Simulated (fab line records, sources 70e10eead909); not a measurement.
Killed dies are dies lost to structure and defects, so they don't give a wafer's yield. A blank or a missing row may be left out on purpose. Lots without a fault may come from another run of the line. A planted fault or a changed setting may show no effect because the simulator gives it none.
Which tool did it? | flow nand_harc | 12 lots, 36 wafers sampled, at 4 steps of a route of 1302

WHAT THE GAUGES READ, wafer by wafer
NHARC_P_GATE_CD_MEAS_11: target cd 1640 nm. Usual: cd_nm 1639.2 nm, standard deviation 1.4.
lot  | measured     | on        | cd_nm (nm)           | flag
L716 | day 4 15:41  | cd_sem-01 | 1639.2 1638.5 1640.0 |
L718 | day 5 03:28  | cd_sem-01 | 1639.4 1637.0 1639.9 |
L719 | day 5 15:06  | cd_sem-03 | 1636.6 1637.1 1639.8 |
L720 | day 6 00:52  | cd_sem-01 | 1638.3 1637.8 1639.9 |
L721 | day 6 08:10  | cd_sem-02 | 1635.9 1639.7 1638.7 |
L723 | day 7 04:19  | cd_sem-01 | 1638.3 1641.7 1639.4 |
L725 | day 8 04:01  | cd_sem-01 | 1638.2 1641.1 1637.8 |
L729 | day 10 14:39 | cd_sem-03 | 1637.4 1639.2 1640.4 |
L731 | day 10 22:17 | cd_sem-02 | 1640.5 1640.0 1638.0 |
L736 | day 12 22:02 | cd_sem-01 | 1638.2 1640.7 1639.9 |
L737 | day 13 03:04 | cd_sem-03 | 1639.5 1637.6 1637.4 |
L739 | day 13 22:19 | cd_sem-01 | 1642.4 1640.0 1642.0 |

NHARC_P_GATE_CD_MEAS_26: target cd 120 nm. Usual: cd_nm 119.8 nm, standard deviation 0.56.
lot  | measured     | on        | cd_nm (nm)        | flag
L716 | day 5 05:32  | cd_sem-01 | 119.7 120.5 119.3 |
L718 | day 5 17:16  | cd_sem-02 | 120.4 119.5 119.8 |
L719 | day 6 05:21  | cd_sem-03 | 119.6 119.9 120.3 |
L720 | day 6 19:02  | cd_sem-01 | 119.6 119.4 118.4 |
L721 | day 7 01:59  | cd_sem-02 | 118.8 118.8 119.0 |
L723 | day 7 18:11  | cd_sem-01 | 120.5 120.0 119.7 |
L725 | day 8 17:50  | cd_sem-02 | 120.5 120.1 120.2 |
L729 | day 11 06:35 | cd_sem-02 | 120.0 114.2 120.0 | OFF
L731 | day 11 15:16 | cd_sem-03 | 119.6 113.7 119.6 | OFF
L736 | day 13 12:13 | cd_sem-03 | 119.9 121.1 119.8 |
L737 | day 13 22:55 | cd_sem-02 | 119.2 119.1 119.3 |
L739 | day 14 14:29 | cd_sem-02 | 119.7 120.0 119.7 |

WHICH TOOL RAN EACH LOT (tool, then ch and the chambers of the sampled wafers, then the start)
lot  | NHARC_P_STI_ETCH_15              | NHARC_P_GATE_PEB_24
L716 | rie_si-05 ch 1,2, day 3 00:20    | litho_track-06 ch 0, day 5 05:27
L718 | rie_si-02 ch 0,2, day 3 17:54    | litho_track-04 ch 0, day 5 17:11
L719 | rie_si-03 ch 0,1,3, day 4 03:40  | litho_track-01 ch 0, day 6 05:16
L720 | rie_si-02 ch 1,2,3, day 4 13:40  | litho_track-01 ch 0, day 6 18:57
L721 | rie_si-03 ch 0,1,2, day 4 21:24  | litho_track-01 ch 0, day 7 01:54
L723 | rie_si-03 ch 0,1, day 5 17:14    | litho_track-01 ch 0, day 7 18:07
L725 | rie_si-05 ch 0,1,2, day 6 17:43  | litho_track-04 ch 0, day 8 17:45
L729 | rie_si-05 ch 0,1, day 8 06:49    | litho_track-06 ch 0, day 11 06:30
L731 | rie_si-03 ch 1,2,3, day 9 02:43  | litho_track-06 ch 0, day 11 15:11
L736 | rie_si-03 ch 0,2,3, day 11 05:59 | litho_track-04 ch 0, day 13 12:08
L737 | rie_si-03 ch 1,2,3, day 11 17:01 | litho_track-01 ch 0, day 13 22:50
L739 | rie_si-03 ch 0,2,3, day 12 10:14 | litho_track-04 ch 0, day 14 14:24
- NHARC_P_STI_ETCH_15: etches the open film in HBr/Cl2, target depth 300 nm, time 100.1 s.
- NHARC_P_GATE_PEB_24: peb time 65 s.

WHAT THE TOOLS THEMSELVES READ (means of the sampled wafers that have a number; where no wafer has one, the mark that the record gives instead)
NHARC_P_STI_ETCH_15. Usual: drypump_motor_current_A 5.9 A, standard deviation 0.57; oes_product_au 0.998 a.u., standard deviation 0.01; throttle_valve_pct 26.406 %, standard deviation 0.0083.
lot  | tool      | drypump_motor_current_A (A) | oes_product_au (a.u.) | throttle_valve_pct (%) | flag
L716 | rie_si-05 | 6.1                         | 1.006                 | 26.413                 |
L718 | rie_si-02 | 5.9                         | 1.006                 | 26.405                 |
L719 | rie_si-03 | 5.7                         | 1.003                 | 26.403                 |
L720 | rie_si-02 | 6.1                         | 0.992                 | 26.400                 |
L721 | rie_si-03 | 5.9                         | 1.001                 | 26.406                 |
L723 | rie_si-03 | 5.7                         | 1.007                 | 26.403                 |
L725 | rie_si-05 | 5.9                         | 0.995                 | 26.407                 |
L729 | rie_si-05 | 5.6                         | 0.985                 | 26.403                 |
L731 | rie_si-03 | 5.4                         | 1.000                 | 26.405                 |
L736 | rie_si-03 | 5.9                         | 0.990                 | 26.403                 |
L737 | rie_si-03 | 5.4                         | 1.014                 | 26.408                 |
L739 | rie_si-03 | 5.9                         | 0.999                 | 26.402                 |

NHARC_P_GATE_PEB_24. Usual: plate_temp_C 100.03 C, standard deviation 0.11.
lot  | tool           | plate_temp_C (C) | flag
L716 | litho_track-06 | 100.18           |
L718 | litho_track-04 | 100.04           |
L719 | litho_track-01 | 100.21           |
L720 | litho_track-01 | 100.06           |
L721 | litho_track-01 | 100.00           |
L723 | litho_track-01 | 100.12           |
L725 | litho_track-04 | 100.00           |
L729 | litho_track-06 | 100.11           |
L731 | litho_track-06 | 99.91            |
L736 | litho_track-04 | 100.01           |
L737 | litho_track-01 | 100.07           |
L739 | litho_track-04 | 99.96            |

THE ANSWER, worked out from the rows above alone
Rule: a lot is off if the mean of its wafers that have a number lies more than 3 standard deviations from the usual mean. A lot without any number at a reading at which 4 lots or more have one is off too. The other lots that the step has rows for count as sound. The gauges are gone through in route order, then the tools' own readings, and for those a lot's mean is taken as printed above. The first step at which some lot is off is used, and at that step the reading that is off furthest; a lot without a number counts as furthest.
Off: L729, L731, at NHARC_P_GATE_CD_MEAS_26 (cd_nm).
A tool fits if, at a process step before that reading, it ran every lot that is off, and no sound lot after the first of them. The gauges at NHARC_P_GATE_CD_MEAS_26 are tried like those tools. One fits: litho_track-06 at NHARC_P_GATE_PEB_24. Its last sound lot is L716 (day 5 05:27), its first lot that is off L729 (day 11 06:30): a fault that began between those two fits.

WHAT THE SIMULATOR HAD PUT IN
Process parameter drift: litho_track-06, from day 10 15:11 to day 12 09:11, at NHARC_P_GATE_PEB_24. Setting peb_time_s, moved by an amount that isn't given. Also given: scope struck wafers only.
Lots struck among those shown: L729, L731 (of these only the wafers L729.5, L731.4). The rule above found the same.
